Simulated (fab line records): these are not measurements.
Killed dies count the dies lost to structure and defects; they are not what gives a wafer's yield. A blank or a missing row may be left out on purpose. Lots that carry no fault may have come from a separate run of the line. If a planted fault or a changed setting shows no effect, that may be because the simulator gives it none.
Which tool is to blame? / flow n5Finfet / Sampling: 10 lots, 30 wafers, 5 of 1938 route steps

## WHAT EACH GAUGE READ, for each wafer
N5_PASSIVATION_OVL_MEAS_63. Usual: for PAD_OVL the level is 0 nm and the standard deviation is 5.2.
lot=L532; measured=day 11 06:29; on=overlay-01; PAD_OVL (nm)=0 9 4; flag=
lot=L531; measured=day 11 13:03; on=overlay-01; PAD_OVL (nm)=-9 -1 0; flag=
lot=L535; measured=day 12 06:22; on=overlay-01; PAD_OVL (nm)=1 1 1; flag=
lot=L534; measured=day 12 09:34; on=overlay-02; PAD_OVL (nm)=-1 7 3; flag=
lot=L544; measured=day 17 20:35; on=overlay-02; PAD_OVL (nm)=11 4 4; flag=
lot=L543; measured=day 17 21:23; on=overlay-01; PAD_OVL (nm)=-9 -3 -10; flag=
lot=L550; measured=day 18 22:07; on=overlay-02; PAD_OVL (nm)=-1 -2 0; flag=
lot=L551; measured=day 19 01:32; on=overlay-02; PAD_OVL (nm)=-3 1 3; flag=
lot=L554; measured=day 19 21:18; on=overlay-01; PAD_OVL (nm)=6 1 7; flag=
lot=L549; measured=day 20 07:08; on=overlay-02; PAD_OVL (nm)=0 1 2; flag=

N5_PASSIVATION_CD_MEAS_44 targets a cd of 40000 nm. Usual: cdNm 40000 nm, standard deviation 3.2.
lot=L532; measured=day 11 08:35; on=cdSem-02; cdNm (nm)=39999 39998 40000; flag=
lot=L531; measured=day 11 16:05; on=cdSem-03; cdNm (nm)=39997 39992 39999; flag=
lot=L535; measured=day 12 08:04; on=cdSem-01; cdNm (nm)=40002 40001 39996; flag=
lot=L534; measured=day 12 11:17; on=cdSem-03; cdNm (nm)=39999 39999 39999; flag=
lot=L544; measured=day 17 22:20; on=cdSem-03; cdNm (nm)=40017 40021 40025; flag=OFF
lot=L543; measured=day 17 23:05; on=cdSem-03; cdNm (nm)=40030 40026 40033; flag=OFF
lot=L550; measured=day 18 23:52; on=cdSem-02; cdNm (nm)=40002 40000 40003; flag=
lot=L551; measured=day 19 03:41; on=cdSem-02; cdNm (nm)=40002 40008 40001; flag=
lot=L554; measured=day 19 23:11; on=cdSem-02; cdNm (nm)=40001 39997 40006; flag=
lot=L549; measured=day 20 09:08; on=cdSem-01; cdNm (nm)=40005 40005 40001; flag=

## WHAT TOOL EACH LOT RAN ON (gives the tool, then ch and the chambers of the sampled wafers, and finally the start)
lot=L532; N5_PASSIVATION_VIA_ETCH_13=rieDiel-03 ch 0,1, day 11 05:15; N5_PASSIVATION_DEGAS_18=pvdSputter-02, day 11 05:40; N5_PASSIVATION_EXPOSE_41=krfScanner-01 ch 0, day 11 08:25
lot=L531; N5_PASSIVATION_VIA_ETCH_13=rieDiel-03 ch 0,1, day 11 11:44; N5_PASSIVATION_DEGAS_18=pvdSputter-03, day 11 12:14; N5_PASSIVATION_EXPOSE_41=krfScanner-01 ch 0, day 11 15:55
lot=L535; N5_PASSIVATION_VIA_ETCH_13=rieDiel-04 ch 0,1,2, day 12 05:15; N5_PASSIVATION_DEGAS_18=pvdSputter-02, day 12 05:41; N5_PASSIVATION_EXPOSE_41=krfScanner-02 ch 0, day 12 07:53
lot=L534; N5_PASSIVATION_VIA_ETCH_13=rieDiel-02 ch 1,3, day 12 08:08; N5_PASSIVATION_DEGAS_18=pvdSputter-02, day 12 08:46; N5_PASSIVATION_EXPOSE_41=krfScanner-02 ch 0, day 12 11:06
lot=L544; N5_PASSIVATION_VIA_ETCH_13=rieDiel-03 ch 0,1,3, day 17 19:13; N5_PASSIVATION_DEGAS_18=pvdSputter-02, day 17 19:54; N5_PASSIVATION_EXPOSE_41=krfScanner-02 ch 0, day 17 22:09
lot=L543; N5_PASSIVATION_VIA_ETCH_13=rieDiel-02 ch 0,1,3, day 17 19:54; N5_PASSIVATION_DEGAS_18=pvdSputter-01, day 17 20:42; N5_PASSIVATION_EXPOSE_41=krfScanner-02 ch 0, day 17 22:55
lot=L550; N5_PASSIVATION_VIA_ETCH_13=rieDiel-04 ch 0,1, day 18 20:37; N5_PASSIVATION_DEGAS_18=pvdSputter-01, day 18 21:18; N5_PASSIVATION_EXPOSE_41=krfScanner-01 ch 0, day 18 23:41
lot=L551; N5_PASSIVATION_VIA_ETCH_13=rieDiel-04 ch 0,2, day 19 00:11; N5_PASSIVATION_DEGAS_18=pvdSputter-01, day 19 00:36; N5_PASSIVATION_EXPOSE_41=krfScanner-01 ch 0, day 19 03:31
lot=L554; N5_PASSIVATION_VIA_ETCH_13=rieDiel-03 ch 1,2,3, day 19 19:52; N5_PASSIVATION_DEGAS_18=pvdSputter-02, day 19 20:37; N5_PASSIVATION_EXPOSE_41=krfScanner-01 ch 0, day 19 23:01
lot=L549; N5_PASSIVATION_VIA_ETCH_13=rieDiel-02 ch 0,1, day 20 03:37; N5_PASSIVATION_DEGAS_18=pvdSputter-03, day 20 06:19; N5_PASSIVATION_EXPOSE_41=krfScanner-01 ch 0, day 20 08:58
- N5_PASSIVATION_VIA_ETCH_13: etches SiO2 in CHF3/O2, target depth 660 nm, time 330 s.
- N5_PASSIVATION_DEGAS_18: time 60 s.
- N5_PASSIVATION_EXPOSE_41: exposes mask PASS OPEN, defocus 0 nm, target cd 40000 nm.

## AS READ BY THE TOOLS THEMSELVES (means over the sampled wafers that have a number; for cases with no such wafer, the mark the record gives instead)
N5_PASSIVATION_VIA_ETCH_13. Usual: drypumpMotorCurrentA 5.9 A, standard deviation 0.41; etchRfOnTimeS 235 s, standard deviation 4.6; oesProductAu 0.73 a.u., standard deviation 0.085; rfVppV 520 V, standard deviation 6.7; showerheadPlenumPTorr 2.39 Torr, standard deviation 0.065; throttleValvePct 18.80 %, standard deviation 0.21.
lot=L532; tool=rieDiel-03; drypumpMotorCurrentA (A)=5.4; etchRfOnTimeS (s)=234; oesProductAu (a.u.)=0.70; rfVppV (V)=515; showerheadPlenumPTorr (Torr)=2.35; throttleValvePct (%)=19.12; flag=
lot=L531; tool=rieDiel-03; drypumpMotorCurrentA (A)=5.3; etchRfOnTimeS (s)=239; oesProductAu (a.u.)=0.74; rfVppV (V)=514; showerheadPlenumPTorr (Torr)=2.41; throttleValvePct (%)=19.03; flag=
lot=L535; tool=rieDiel-04; drypumpMotorCurrentA (A)=5.6; etchRfOnTimeS (s)=239; oesProductAu (a.u.)=0.66; rfVppV (V)=519; showerheadPlenumPTorr (Torr)=2.36; throttleValvePct (%)=18.91; flag=
lot=L534; tool=rieDiel-02; drypumpMotorCurrentA (A)=6.1; etchRfOnTimeS (s)=234; oesProductAu (a.u.)=0.67; rfVppV (V)=523; showerheadPlenumPTorr (Torr)=2.44; throttleValvePct (%)=18.76; flag=
lot=L544; tool=rieDiel-03; drypumpMotorCurrentA (A)=5.5; etchRfOnTimeS (s)=237; oesProductAu (a.u.)=0.70; rfVppV (V)=516; showerheadPlenumPTorr (Torr)=2.39; throttleValvePct (%)=19.03; flag=
lot=L543; tool=rieDiel-02; drypumpMotorCurrentA (A)=6.1; etchRfOnTimeS (s)=233; oesProductAu (a.u.)=0.65; rfVppV (V)=522; showerheadPlenumPTorr (Torr)=2.41; throttleValvePct (%)=18.83; flag=
lot=L550; tool=rieDiel-04; drypumpMotorCurrentA (A)=5.4; etchRfOnTimeS (s)=228; oesProductAu (a.u.)=0.74; rfVppV (V)=510; showerheadPlenumPTorr (Torr)=2.33; throttleValvePct (%)=18.94; flag=
lot=L551; tool=rieDiel-04; drypumpMotorCurrentA (A)=5.8; etchRfOnTimeS (s)=231; oesProductAu (a.u.)=0.82; rfVppV (V)=527; showerheadPlenumPTorr (Torr)=2.36; throttleValvePct (%)=18.52; flag=
lot=L554; tool=rieDiel-03; drypumpMotorCurrentA (A)=5.5; etchRfOnTimeS (s)=243; oesProductAu (a.u.)=0.73; rfVppV (V)=521; showerheadPlenumPTorr (Torr)=2.41; throttleValvePct (%)=18.93; flag=
lot=L549; tool=rieDiel-02; drypumpMotorCurrentA (A)=6.4; etchRfOnTimeS (s)=235; oesProductAu (a.u.)=0.86; rfVppV (V)=525; showerheadPlenumPTorr (Torr)=2.36; throttleValvePct (%)=18.47; flag=

N5_PASSIVATION_DEGAS_18. Usual: heaterPowerW 477 W, standard deviation 39.
lot=L532; tool=pvdSputter-02; heaterPowerW (W)=470; flag=
lot=L531; tool=pvdSputter-03; heaterPowerW (W)=518; flag=
lot=L535; tool=pvdSputter-02; heaterPowerW (W)=487; flag=
lot=L534; tool=pvdSputter-02; heaterPowerW (W)=473; flag=
lot=L544; tool=pvdSputter-02; heaterPowerW (W)=438; flag=
lot=L543; tool=pvdSputter-01; heaterPowerW (W)=494; flag=
lot=L550; tool=pvdSputter-01; heaterPowerW (W)=470; flag=
lot=L551; tool=pvdSputter-01; heaterPowerW (W)=457; flag=
lot=L554; tool=pvdSputter-02; heaterPowerW (W)=459; flag=
lot=L549; tool=pvdSputter-03; heaterPowerW (W)=493; flag=

N5_PASSIVATION_EXPOSE_41. Usual: exposureDoseMJCm2 57.26, standard deviation 0.054.
lot=L532 tool=krfScanner-01 exposureDoseMJCm2=57.26 flag=
lot=L531 tool=krfScanner-01 exposureDoseMJCm2=57.25 flag=
lot=L535 tool=krfScanner-02 exposureDoseMJCm2=57.27 flag=
lot=L534 tool=krfScanner-02 exposureDoseMJCm2=57.25 flag=
lot=L544 tool=krfScanner-02 exposureDoseMJCm2=61.49 flag=OFF
lot=L543 tool=krfScanner-02 exposureDoseMJCm2=61.40 flag=OFF
lot=L550 tool=krfScanner-01 exposureDoseMJCm2=57.21 flag=
lot=L551 tool=krfScanner-01 exposureDoseMJCm2=57.27 flag=
lot=L554 tool=krfScanner-01 exposureDoseMJCm2=57.22 flag=
lot=L549 tool=krfScanner-01 exposureDoseMJCm2=57.30 flag=

## THE ANSWER, worked out from the rows above alone
Rule: a lot is off if the mean of its wafers that have a number lies more than 3 standard deviations from the usual mean. Also off: a lot with no number at a reading for which 4 or more lots have one. All remaining lots with rows at the step are treated as sound. After the gauges, taken in route order, come the tools' own readings; for these a lot's mean is taken, as printed above. At the first step where some lot is off, the reading lying furthest off is the one used; lots without a number count as furthest.
Off, at N5_PASSIVATION_CD_MEAS_44 on cdNm: L544, L543.
If a tool, at a process step before that reading, ran all the lots that are off and no sound lot after the first of them, it fits. Not tried: the gauges at N5_PASSIVATION_CD_MEAS_44; whatever is off there is also off at N5_PASSIVATION_EXPOSE_41, on other tools, and gauge error can't account for it. One candidate fits, namely krfScanner-02 at N5_PASSIVATION_EXPOSE_41. Its last sound lot is L534 (day 12 11:06), its first lot that is off L544 (day 17 22:09): a fault that began between those two fits.
The tool's own readings at N5_PASSIVATION_EXPOSE_41 bear it out: on the lots that are off they differ by more than 5 times the standard deviation of the sound lots' means. exposureDoseMJCm2 reads 61.45 there against 57.25 on the sound lots.

## WHAT HAD BEEN PUT IN BY THE SIMULATOR
Process parameters drifting: krfScanner-02 at N5_PASSIVATION_EXPOSE_41, beginning at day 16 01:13. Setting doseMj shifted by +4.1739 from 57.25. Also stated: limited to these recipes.
Lots struck among those shown: L544, L543. The rule above found the same.
